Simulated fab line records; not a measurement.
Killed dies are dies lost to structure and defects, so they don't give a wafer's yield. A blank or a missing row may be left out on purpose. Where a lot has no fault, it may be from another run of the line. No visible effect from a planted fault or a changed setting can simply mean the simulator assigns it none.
fab line records | flow n5_finfet
record: lots: 5 | wafers: 15 | last_day: 18
route steps=1938 shown HKMG_FIN@433 GATE_CUT@465 PASSIVATION@1936
lots untouched by any fault: they come from a run of this same line in which no faults occurred
start_h: hours from the record's first day to the start of the lot's first wafer shown | wait_h: hours since the lot's step before | " repeats the value in the row above | L1.1+2: a row that stands for several wafers | - value missing, or start not given | * or withheld: withheld | < > ~ a bound
route shown NAME@n: a module of which the file shows steps, and the number in the route of the first | usual: average and standard deviation across the fault-free wafers | same: alike in all rows | chamber/n: place in a boat | sites: each site's reading | _std_site: standard deviation across them | _edge_site: the outer-site mean with the inner-site mean subtracted | radius_mm: how far each site lies from the wafer's centre | mask NAME#n: copy n | behind: the last tool/chamber to shape the wafer | hold: why the lot went on hold/how many hours it stayed there/how the hold came to an end | device: transistor that didn't switch, given as n, p or np | end of line: the route-end tests of the same wafers | for a step that has no rows: nothing shown but its recipe | killed: dies that structure and defects cost at the first sort, which is not the same as the wafer's yield | map: the dies of a wafer, with x for killed, . for not killed, _ for no die there
set.NAME: the setting that was run; set.NAME@STEP: the one run at that earlier step | model.NAME: the simulator's own value behind a step, which no gauge read
certain route steps with their lots: each step a table, each wafer a row
services: when a tool's chamber went out of use (start_h, in hours from the record's first day, below 0 if earlier), for how many hours, and the reason
== steps ==
step: N5_HKMG_FIN_DESCUM_17
recipe: chemistry: O2 | time_s: 7.9 | source_power_w: 50 | bias_power_w: 20 | pressure_mtorr: 20 | rf_frequency_hz: 2.712e+07 | temp_c: 40 | resist: CAR-ArF | o2_flow_sccm: 225
step: N5_HKMG_FIN_ETCH_31
recipe: chemistry: CF4 | target: SiARC | target_depth_a: 455 | mask_material: CAR-ArF | time_s: 75.8 | ion_energy_ev: 80 | pressure_mtorr: 40 | source_w: 545 | bias_w: 36 | Ar_flow_sccm: 100 | cf4_flow_sccm: 100 | ends: cleared
step: N5_HKMG_FIN_ETCH_32
recipe: chemistry: N2/H2 | target: SOC | target_depth_a: 2400 | temp_c: 40 | time_s: 300 | ion_energy_ev: 200 | mask_material: SiARC | pressure_mtorr: 30 | source_w: 840 | bias_w: 150 | n2_flow_sccm: 200 | h2_flow_sccm: 200
step: N5_HKMG_FIN_STRIP_33
recipe: chemistry: N2/H2 | temp_c: 40 | n2_flow_sccm: 200 | h2_flow_sccm: 200 | rf_frequency_hz: 6e+07
step: N5_HKMG_FIN_STRIP_34
recipe: chemistry: CF4 | resist: SiARC | power_w: 300 | bias_power_w: 75 | pressure_mtorr: 50 | cf4_flow_sccm: 150 | rf_frequency_hz: 6e+07
step: N5_HKMG_FIN_ETCH_35
recipe: chemistry: N2/H2 | target: SOC | target_depth_a: 2158 | ion_energy_ev: 65 | bias_w: 5 | source_w: 3000 | time_s: 243.4 | pressure_mtorr: 30 | n2_flow_sccm: 200 | h2_flow_sccm: 200
step: N5_HKMG_FIN_STRIP_92
recipe: chemistry: N2/H2 | material: SOC | time_s: 20 | power_w: 500 | temp_c: 40 | pressure_mtorr: 50 | rf_frequency_hz: 6e+07 | bias_power_w: 8 | h2_frac: 0.5 | n2_flow_sccm: 300 | h2_flow_sccm: 300
step: N5_HKMG_FIN_WET_ETCH_18
recipe: chemistry: SC1 | target: TiN | mix: 1:1:5 | temp_c: * | time_s: 55 | target_depth_nm: 5.2 | dry: ipa_marangoni | rinse_time_s: 30 | rinse_temp_c: 23
step: N5_HKMG_FIN_STRIP_19
recipe: chemistry: N2/H2 | power_w: 2500 | temp_c: 300 | h2_frac: 0.65 | time_s: 360 | pressure_mtorr: withheld | n2_flow_sccm: 1750 | h2_flow_sccm: 3250
step: N5_HKMG_FIN_ALD_91
recipe: material: TiN | target_thk_a: 10 | temp_c: 400 | ald_precursor_family: TiCl4 | ald_co_reactant: NH3 | pulse_time_s: 1 | purge_time_s: 3 | co_reactant_purge_time_s: 2 | co_reactant_pulse_time_s: 2 | ald_cycles: 47 | pressure_torr: 3
step: N5_HKMG_FIN_COAT_85
recipe: resist: SOC | temp_c: 250 | time_s: 60 | spin_rpm: 1500 | resist_thk_nm: 300
step: N5_HKMG_FIN_ETCH_86
recipe: chemistry: N2/H2 | target: SOC | target_depth_a: 3932 | stop_on: TiN | ion_energy_ev: 100 | bias_w: 61 | pressure_mtorr: 30 | source_w: 850 | n2_flow_sccm: 200 | h2_flow_sccm: 200
usual: drypump_motor_current_A: 5.8/0.46 | oes_product_au: 0.76/0.088 | rf_vpp_V: 240.1/1.2 | showerhead_plenum_p_Torr: 2.50/0.079 | throttle_valve_pct: 17.79/0.29
lot.wafer | tool        | chamber | start_h | wait_h | drypump_motor_current_A | oes_product_au | rf_hours_counter_h | rf_vpp_V | showerhead_plenum_p_Torr | throttle_valve_pct
L398.2    | rie_diel-06 | 1       | 87.48   | -      | 6.0                     | 0.70           | 202                | 239.9    | 2.52                     | 18.11
L398.3    | "           | 3       | "       | "      | 6.5                     | 0.92           | 19                 | 240.7    | 2.49                     | 17.66
L398.6    | "           | 0       | "       | "      | 6.6                     | 0.71           | -                  | 239.6    | 2.49                     | 17.97
L408.1    | rie_diel-06 | 1       | 149.17  | -      | 6.0                     | 0.68           | 225                | 240.5    | 2.51                     | 18.14
L408.4    | "           | 2       | "       | "      | 5.5                     | 0.71           | 186                | 239.1    | 2.44                     | 18.13
L408.6    | "           | 3       | "       | "      | 6.5                     | 0.87           | -                  | 238.7    | 2.48                     | 17.70
L409.2    | rie_diel-06 | 0       | 154.10  | -      | 6.6                     | 0.70           | 235                | 239.3    | 2.48                     | 18.00
L409.3    | "           | 3       | "       | "      | 6.4                     | 0.87           | 45                 | 239.9    | 2.48                     | 17.71
L409.6    | "           | 0       | "       | "      | 6.6                     | 0.69           | -                  | 239.6    | 2.48                     | 18.02
L411.2    | rie_diel-06 | 3       | 169.38  | -      | 6.5                     | 0.86           | 50                 | 241.8    | 2.48                     | 17.73
L411.3    | "           | 0       | "       | "      | 6.6                     | 0.69           | 239                | 240.7    | 2.48                     | 18.02
L411.4    | "           | 2       | "       | "      | 5.5                     | 0.71           | 193                | 238.2    | 2.44                     | 18.16
L419.2    | rie_diel-05 | 0       | 219.19  | -      | 5.7                     | 0.96           | 1                  | 242.1    | 2.69                     | 17.34
L419.3    | "           | 1       | "       | "      | 6.1                     | 0.83           | 60                 | 240.4    | 2.50                     | 17.66
L419.4    | "           | 1       | "       | "      | 6.1                     | 0.82           | -                  | 239.8    | 2.50                     | 17.66
step: N5_HKMG_FIN_STRIP_89
recipe: chemistry: N2/H2 | material: SOC | time_s: 20 | power_w: 500 | temp_c: 40 | pressure_mtorr: 50 | rf_frequency_hz: 6e+07 | bias_power_w: 8 | h2_frac: 0.5 | n2_flow_sccm: 300 | h2_flow_sccm: 300
step: N5_HKMG_FIN_WET_ETCH_87
recipe: chemistry: SC1 | target: TiN | mix: 1:2:40 | temp_c: 50 | time_s: 154.2 | target_depth_nm: 4.7 | dry: ipa_marangoni | rinse_time_s: 30 | rinse_temp_c: 23
step: N5_HKMG_FIN_STRIP_88
recipe: chemistry: N2/H2 | power_w: 2500 | temp_c: 300 | h2_frac: 0.65 | time_s: 360 | pressure_mtorr: withheld | n2_flow_sccm: 1750 | h2_flow_sccm: 3250
step: N5_HKMG_FIN_NWFM_ALD_20
recipe: material: TiAlC | target_thk_a: 20 | temp_c: 300 | ald_precursor_family: TiCl4 | ald_co_reactant: TEA | pulse_time_s: 3 | purge_time_s: 2 | co_reactant_purge_time_s: 2 | co_reactant_pulse_time_s: 10 | ald_cycles: 7 | pressure_torr: 3
step: N5_HKMG_FIN_ALD_71
recipe: material: TiN | target_thk_a: 10 | temp_c: 400 | ald_precursor_family: TiCl4 | ald_co_reactant: NH3 | pulse_time_s: 1 | purge_time_s: 3 | co_reactant_purge_time_s: 2 | co_reactant_pulse_time_s: 2 | ald_cycles: 47 | pressure_torr: 3
step: N5_HKMG_FIN_COAT_66
recipe: resist: SOC | temp_c: 250 | time_s: 60 | spin_rpm: 1500 | resist_thk_nm: 300
step: N5_HKMG_FIN_ETCH_67
recipe: chemistry: N2/H2 | target: SOC | target_depth_a: 3889 | stop_on: TiN | ion_energy_ev: 100 | bias_w: 61 | pressure_mtorr: 30 | source_w: 850 | n2_flow_sccm: 200 | h2_flow_sccm: 200
step: N5_HKMG_FIN_STRIP_90
recipe: chemistry: N2/H2 | material: SOC | time_s: 20 | power_w: 500 | temp_c: 40 | pressure_mtorr: 50 | rf_frequency_hz: 6e+07 | bias_power_w: 8 | h2_frac: 0.5 | n2_flow_sccm: 300 | h2_flow_sccm: 300
step: N5_HKMG_FIN_WET_ETCH_73
recipe: chemistry: SC1 | mix: 1:2:40 | temp_c: 50 | time_s: 42.3 | target_depth_nm: 1.3 | dry: ipa_marangoni | rinse_time_s: 30 | rinse_temp_c: 23
step: N5_HKMG_FIN_ETCHBACK_68
recipe: chemistry: Cl2/Ar | stop_on: HfO2 | target_depth_a: 5 | pressure_mtorr: 10 | icp_w: 600 | bias_w: 60 | Cl2_flow_sccm: 40 | Ar_flow_sccm: 60
step: N5_HKMG_FIN_STRIP_69
recipe: chemistry: N2/H2 | power_w: 2500 | temp_c: 300 | h2_frac: 0.65 | time_s: 360 | pressure_mtorr: withheld | n2_flow_sccm: 1750 | h2_flow_sccm: 3250
step: N5_HKMG_FIN_ALD_21
recipe: material: TiN | target_thk_a: 15 | temp_c: 400 | ald_precursor_family: TiCl4 | ald_co_reactant: NH3 | pulse_time_s: 1 | purge_time_s: 3 | co_reactant_purge_time_s: 2 | co_reactant_pulse_time_s: 2 | ald_cycles: 68 | pressure_torr: 3
step: N5_HKMG_FIN_ALD_72
recipe: material: W | target_thk_a: 20 | temp_c: 300 | pressure_torr: 7.5 | ald_precursor_family: WF6 | ald_co_reactant: B2H6 | pulse_time_s: 1 | purge_time_s: 2 | co_reactant_purge_time_s: 2 | co_reactant_pulse_time_s: 3 | ald_cycles: 7
step: N5_HKMG_FIN_W_FILL_22
recipe: material: W | target_thk_a: 600 | temp_c: 400 | pressure_torr: 39.4 | time_s: 18.2
step: N5_HKMG_FIN_PRECLEAN_83
recipe: chemistry: DIW | time_s: 57.5 | temp_c: 23
step: N5_HKMG_FIN_SRD_84
recipe: dry_time_s: 32 | dry: n2_spin | spin_rpm: 1500
step: N5_HKMG_FIN_CMP_23
recipe: stop_on: SiNx | t_overpolish_s: 10 | post_cmp_clean: rinse_only | down_force_psi: 4 | platen_rpm: 50.289 | pad_velocity_m_s: 1.0006 | target_thk_nm: 46.326
step: N5_HKMG_FIN_CMP_94
recipe: stop_on: SiNx | post_cmp_clean: w_dilute_nh4oh | t_overpolish_s: 4.7 | down_force_psi: 4 | platen_rpm: 50.289 | pad_velocity_m_s: 1.0006 | target_thk_nm: 43.299
step: N5_GATE_CUT_ETCHBACK_00
recipe: chemistry: SF6/Cl2 | target: W | pressure_mtorr: 8 | icp_w: 900 | bias_w: 80 | SF6_flow_sccm: 40 | Cl2_flow_sccm: 60
step: N5_GATE_CUT_ETCH_56
recipe: chemistry: Cl2/Ar | target: TiN | target_depth_a: 216 | pressure_mtorr: 10 | icp_w: 600 | bias_w: 60 | Cl2_flow_sccm: 40 | Ar_flow_sccm: 60
step: N5_GATE_CUT_ETCHBACK_30
recipe: chemistry: Cl2/Ar | target: TiN | target_depth_a: 30 | mode: isotropic | pressure_mtorr: 10 | icp_w: 600 | bias_w: 60 | Cl2_flow_sccm: 40 | Ar_flow_sccm: 60
step: N5_GATE_CUT_VAPOR_ETCH_60
recipe: chemistry: BCl3/Cl2 | target: HfO2 | mode: isotropic
step: N5_GATE_CUT_ETCH_58
recipe: chemistry: CH3F/O2 | target: SiNx | target_depth_a: 170 | time_s: 128.6 | ion_energy_ev: 50 | pressure_mtorr: 30 | source_w: 415 | bias_w: 21 | Ar_flow_sccm: 150 | CH3F_flow_sccm: 30 | O2_flow_sccm: 20
step: N5_GATE_CUT_STRIP_59
recipe: chemistry: N2/H2 | time_s: 20 | power_w: 100 | temp_c: 40 | pressure_mtorr: 100 | rf_frequency_hz: 6e+07 | bias_power_w: 3 | n2_flow_sccm: 300 | h2_flow_sccm: 300
step: N5_GATE_CUT_PRECLEAN_31
recipe: temp_c: 23 | chemistry: DIW | time_s: 300
step: N5_GATE_CUT_SRD_32
recipe: time_s: 30 | temp_c: 23 | rinse_liquid: diw | dry: ipa_marangoni
step: N5_GATE_CUT_SAC_CAP_01
recipe: material: SiNx | target_thk_a: 240 | temp_c: 400 | ald_precursor_family: SiH2I2 | ald_co_reactant: N2/H2-plasma | pulse_time_s: 1 | ald_cycles: 480 | purge_time_s: 2 | co_reactant_purge_time_s: 2 | pressure_torr: 2
step: N5_PASSIVATION_PROBE_49
usual: defect_limited_yield: 91.1/1.5 | killed_at_M0_to_M3: 37/11 | killed_at_M4_up: 13/5.6 | killed_at_contacts: 12/5.6 | killed_at_front_end: 39/11 | killed_at_other: 4/3.1 | killed_dies: 105/18 | killed_open: 69/13 | killed_short: 35/7.4 | sort_bin_5_function: 5.1/0.92 | sort_bin_6_memory: 3.4/0.76 | sort_bin_8_speed: 0.02/0.11 | sort_n_pass: 1075/18 | sort_yield_pct: 91.1/1.5
same: gross_dies: 1180 | killed_at_back_side: 0 | sort_bin_4_leakage[%]: 0
lot.wafer | tool      | chamber | start_h | wait_h | defect_limited_yield[%] | killed_at_M0_to_M3 | killed_at_M4_up | killed_at_contacts | killed_at_front_end | killed_at_other | killed_dies | killed_open | killed_short | sort_bin_5_function[%] | sort_bin_6_memory[%] | sort_bin_8_speed[%] | sort_n_pass | sort_yield_pct[%]
L408.1    | prober-01 | -       | 344.19  | 0.0    | 85.3                    | 28                 | 6               | 3                  | 125                 | 12              | 174         | 42          | 27           | 9.4                    | 3.2                  | 0                   | 1006        | 85.3
L408.4    | prober-01 | -       | 344.34  | 0.2    | 84.3                    | 31                 | 2               | 13                 | 135                 | 4               | 185         | 48          | 22           | 9.4                    | 4.2                  | 0                   | 995         | 84.3
L408.6    | prober-01 | -       | 344.44  | 0.3    | 86.9                    | 26                 | 8               | 4                  | 113                 | 3               | 154         | 40          | 23           | 8.9                    | 2.5                  | 0                   | 1026        | 86.9
L409.2    | prober-01 | -       | 354.98  | 0.1    | 83.8                    | 25                 | 7               | 4                  | 151                 | 4               | 191         | 50          | 22           | 11.8                   | 3.1                  | 0.08                | 988         | 83.7
L409.3    | prober-01 | -       | 355.03  | 0.1    | 85.8                    | 18                 | 16              | 14                 | 118                 | 1               | 167         | 56          | 18           | 8.7                    | 3.6                  | 0                   | 1013        | 85.8
L409.6    | prober-01 | -       | 355.18  | 0.3    | 85.8                    | 17                 | 9               | 5                  | 134                 | 2               | 167         | 46          | 11           | 9.3                    | 3.5                  | 0                   | 1013        | 85.8
L411.2    | prober-01 | -       | 377.96  | 0.1    | 83.2                    | 34                 | 16              | 15                 | 132                 | 1               | 198         | 77          | 32           | 10.4                   | 4.7                  | 0                   | 982         | 83.2
L411.3    | prober-01 | -       | 378.01  | 0.1    | 80.4                    | 50                 | 19              | 16                 | 145                 | 1               | 231         | 79          | 42           | 12.0                   | 5.3                  | 0                   | 949         | 80.4
L411.4    | prober-01 | -       | 378.06  | 0.2    | 82.2                    | 21                 | 14              | 13                 | 161                 | 1               | 210         | 60          | 33           | 11.1                   | 5.1                  | 0                   | 970         | 82.2
killed by level:class
L408.1 HKMG_FIN:unspecified=104 BEOL_M2:geometric_particle:open=13 PASS1_CAP:geometric_particle:short=6 GATE_CUT:geometric_particle:short=5 BEOL_M3:geometric_particle:open=5 BEOL_M0_SAQP:geometric_particle:open=4 ILD0:geometric_particle:short=3 GATE_CUT:geometric_particle:open=3
L408.4 HKMG_FIN:unspecified=113 MOL_CONTACT_COAG:geometric_particle:open=10 BEOL_M2:geometric_particle:open=10 BEOL_M1:geometric_particle:open=7 DUMMY_GATE:geometric_particle:open=5 FIN_SAQP:geometric_particle:short=4 GATE_CUT:geometric_particle:short=4 MOL_CONTACT_COAG:geometric_particle:short=3
L408.6 HKMG_FIN:unspecified=89 BEOL_M0_SAQP:geometric_particle:open=6 BEOL_M2:geometric_particle:open=5 STARTING-WAFER:geometric_particle:short=5 GATE_CUT:geometric_particle:short=4 MOL_CONTACT_COAG:geometric_particle:open=4 BEOL_M0_SAQP:geometric_particle:short=4 BEOL_M1:geometric_particle:open=4
L409.2 HKMG_FIN:unspecified=119 FIN_SAQP:geometric_particle:open=7 BEOL_M1:geometric_particle:open=6 BEOL_M0_SAQP:geometric_particle:short=5 BEOL_M0_SAQP:geometric_particle:open=5 BEOL_M3:geometric_particle:open=5 GATE_CUT:geometric_particle:open=4 STI_FIN_REVEAL:geometric_particle:open=3
L409.3 HKMG_FIN:unspecified=93 MOL_CONTACT_COAG:geometric_particle:open=14 DUMMY_GATE:geometric_particle:open=8 FIN_SAQP:geometric_particle:short=6 BEOL_M4:geometric_particle:open=6 STI_FIN_REVEAL:geometric_particle:open=4 BEOL_M1:geometric_particle:open=4 BEOL_M3:geometric_particle:open=4
L409.6 HKMG_FIN:unspecified=110 FIN_SAQP:geometric_particle:open=11 BEOL_M1:geometric_particle:open=7 BEOL_M4:geometric_particle:open=6 MOL_CONTACT_COAG:geometric_particle:open=4 FIN_SAQP:geometric_particle:short=3 BEOL_M3:geometric_particle:open=3 STARTING-WAFER:geometric_particle:open=3
L411.2 HKMG_FIN:unspecified=89 FIN_SAQP:geometric_particle:short=11 BEOL_M0_SAQP:geometric_particle:open=11 MOL_CONTACT_COAG:geometric_particle:open=10 BEOL_M3:geometric_particle:open=9 FIN_SAQP:geometric_particle:open=8 DUMMY_GATE:geometric_particle:open=8 BEOL_M1:geometric_particle:open=7
L411.3 HKMG_FIN:unspecified=110 BEOL_M0_SAQP:geometric_particle:open=14 MOL_CONTACT_COAG:geometric_particle:open=13 FIN_SAQP:geometric_particle:short=10 BEOL_M0_SAQP:geometric_particle:short=10 BEOL_M2:geometric_particle:open=9 BEOL_M4:geometric_particle:open=9 BEOL_M3:geometric_particle:open=8
L411.4 HKMG_FIN:unspecified=117 FIN_SAQP:geometric_particle:short=13 STI_FIN_REVEAL:geometric_particle:open=13 MOL_CONTACT_COAG:geometric_particle:open=10 BEOL_M1:geometric_particle:open=8 GATE_CUT:geometric_particle:short=4 BEOL_M0_SAQP:geometric_particle:open=4 BEOL_M2:geometric_particle:open=3
map L408.4 (x killed, . not)
_________________............________________
______________.....x............_____________
___________.....x..................__________
__________.........................._________
________.....................x........_______
_______....x.....x................x....______
______.......x..................x......._____
_____.............x......................____
____..x......x............................___
___........x........x.....xxx.....x..x.xx..__
___.x...........................x...x..x...__
__............x..................x.........._
__...x...........x............x.....x......x_
_.........x.x...............x...........x.x..
_............x.............................x.
_...........x....x...........................
_.......x.......x..........x.................
_.....x......x.........x..x.........x........
_......x.....................................
_.....................x..........x..........x
_..x.x......x......................x.....x...
__.x..................x..x...x...........x.._
__..................x.xxx...x.x............._
___............x....xxxxxxx.xxx..xx.x......__
___......x.....x...x..xxxxxxxx.............__
____............xxxxxx..xxxxxxx.x.......x.___
_____...........x...xxxxxxxxxxxxxx.......____
______............x.xxxxxxxxxxxxxx....x._____
_______......x...x..xxxxxxxxxx.xx......______
________.............xxxxxxxxxxx.....x_______
__________.x.....x...x.xxxxx.x......_________
___________.....x....xxxx.xx.......__________
______________...........x...xx._____________
_________________..........x.________________
map L409.2 (x killed, . not)
_________________............________________
______________.......x....x....._____________
___________x.x.....................__________
__________.........................._________
________....................x........x_______
_______.x.................x............______
______.........x........................_____
_____....................................____
____.................xx.xx...x............___
___.............x....xxxx......x..x........__
___................x.xx.........x..........__
__..............x.xxxxxx.x.xx.....xx........_
__.............x.xxxxxxxxx.x..x...........x._
_............x.xxxxxxxxxxx.xxxx..............
_..........x..xxxxxxxxxxxxxxx................
_.....x.x......xxxxxxxxxxxxxx...x.x......x...
_...x.........x.xxxxxxxxxx.xx................
_.....xx........xxxxxxxxxxxxx...x.x.....x....
_........x......xxxxxxxxxxx.............x....
_......x.....x.xx.xxx..xxxx.................x
_.................x..xx.x...x................
__..x.........x......xx.......x............._
__......x..................................._
___........................................__
___............x.........................x.__
____..........x..........xx...............___
_____........x................xxx...x....____
______...........x......................_____
_______...x.....................x....x.______
________..x.....................x....._______
__________............x.........x..._________
___________...............x........__________
______________....x......x......_____________
_________________........x...________________
== services ==
tool        | chamber | start_h | hours | kind
rie_diel-05 | 2       | 90.55   | 4.2   | repair
rie_diel-06 | 0       | 107.86  | 29.5  | repair
rie_diel-05 | 2       | 112.56  | 7.4   | repair
rie_diel-05 | 3       | 134.08  | 65.0  | repair
rie_diel-05 | 1       | 183.09  | 9.7   | repair
rie_diel-06 | 0       | 194.55  | -     | clean
rie_diel-06 | 0       | 194.55  | -     | consumable_replace:focus_ring
rie_diel-06 | 0       | 194.55  | 34.3  | scheduled_down
rie_diel-06 | 0       | 194.55  | 34.3  | vent_cycle
rie_diel-05 | 0       | 199.06  | -     | clean
rie_diel-05 | 0       | 199.06  | -     | consumable_replace:focus_ring
rie_diel-05 | 0       | 199.06  | -     | consumable_replace:showerhead
rie_diel-05 | 0       | 199.06  | 18.2  | scheduled_down
rie_diel-05 | 0       | 199.06  | 18.2  | vent_cycle
rie_diel-05 | 3       | 209.61  | 4.5   | repair
rie_diel-05 | 3       | 217.52  | -     | clean
rie_diel-05 | 3       | 217.52  | -     | consumable_replace:focus_ring
rie_diel-05 | 3       | 217.52  | 14.1  | scheduled_down
rie_diel-05 | 3       | 217.52  | 14.1  | vent_cycle
== key ==
first_sign: step: N5_PASSIVATION_PROBE_49 | reading: killed_at_front_end | direction: up | sigmas: 8.7 | usual: 39 | struck: 135
effect: step: N5_PASSIVATION_PROBE_49 | reading: killed_dies | direction: up | sigmas: 4.6 | usual: 105 | struck: 186
more_kills_born_at: N5_HKMG_FIN_ETCH_86@rie_diel-06: 944
met_at N5_HKMG_FIN_ETCH_86
struck_wafers L408.1,L408.4,L408.6,L409.2,L409.3,L409.6,L411.2,L411.3,L411.4
onset_between 87.48 149.17
fault: kind: chamber_particle_source | tool: rie_diel-06 | chamber: - | onset_h: 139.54 | steps: N5_HKMG_FIN_ETCH_86 | rate_per_visit_cm2: 0.65064 | end_h: 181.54
